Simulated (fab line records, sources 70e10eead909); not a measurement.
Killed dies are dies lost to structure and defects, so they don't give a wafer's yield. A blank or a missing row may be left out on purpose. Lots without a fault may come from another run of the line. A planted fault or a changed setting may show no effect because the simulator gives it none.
Chamber matching | flow nand_harc | NHARC_HYBRID_BOND_ACTIVATE_00 on rie_diel-07: 4 sister chambers
The step chemistry N2, time 60 s. 14 wafers are shown with their chamber, then 7 later ones without.

WAFERS WITH THEIR CHAMBER
wafer  | chamber | drypump_motor_current_A (A) | oes_product_au (a.u.) | rf_vpp_V (V)
L236.1 | 0       | 5.3                         | 1.005                 | 64.2
L236.2 | 1       | 5.8                         | 1.008                 | 63.4
L236.3 | 2       | 5.1                         | 1.004                 | 62.6
L237.1 | 3       | 5.5                         | 0.981                 | 64.3
L237.2 | 0       | 5.3                         | 1.001                 | 64.3
L237.4 | 2       | 5.1                         | 0.995                 | 64.1
L242.1 | 0       | 5.3                         | 1.004                 | 63.7
L242.2 | 2       | 5.1                         | 1.009                 | 65.5
L242.4 | 1       | 5.9                         | 1.002                 | 64.5
L248.2 | 2       | 5.1                         | 1.002                 | 61.4
L248.3 | 1       | 5.8                         | 0.987                 | 65.1
L248.5 | 3       | 5.5                         | 0.997                 | 64.0
L249.2 | 0       | 5.3                         | 1.008                 | 63.5
L249.3 | 3       | 5.5                         | 0.986                 | 64.4

SIGNATURES (means of the wafers above)
reading                 | chamber 0 | chamber 1 | chamber 2 | chamber 3 | scatter within a chamber
drypump_motor_current_A | 5.300     | 5.833     | 5.100     | 5.500     | 0.0258
oes_product_au          | 1.00450   | 0.99900   | 1.00250   | 0.98800   | 0.00703
rf_vpp_V                | 63.925    | 64.333    | 63.400    | 64.233    | 1.08
Rule: a wafer's distance from a chamber is the root of the sum, over the readings, of the square of ((its reading less the chamber's mean) divided by the reading's scatter). The wafer belongs to the nearest chamber; if the next one is less than 2 further off, it can't be placed. The scatter: the root of (the sum of the squares of (reading less its chamber's mean) over the shown wafers, divided by (wafers less chambers)).

WAFERS WITHOUT THEIR CHAMBER
wafer  | drypump_motor_current_A (A) | oes_product_au (a.u.) | rf_vpp_V (V)
L249.4 | 5.9                         | 0.988                 | 65.2
L257.1 | 5.1                         | 1.005                 | 63.9
L257.4 | 5.9                         | 0.985                 | 63.4
L257.5 | 5.9                         | 0.995                 | 63.0
L259.1 | 5.5                         | 0.989                 | 64.6
L259.4 | 5.1                         | 1.011                 | 63.4
L259.5 | 5.3                         | 1.012                 | 63.5

WHICH CHAMBER EACH WENT THROUGH
wafer  | from the rows above | in truth
L249.4 | 1                   | 1
L257.1 | 2                   | 2
L257.4 | 1                   | 1
L257.5 | 1                   | 1
L259.1 | 3                   | 3
L259.4 | 2                   | 2
L259.5 | 0                   | 0
Placed correctly: 7 of 7. Can't be placed from these rows: 0. Placed wrongly: 0.
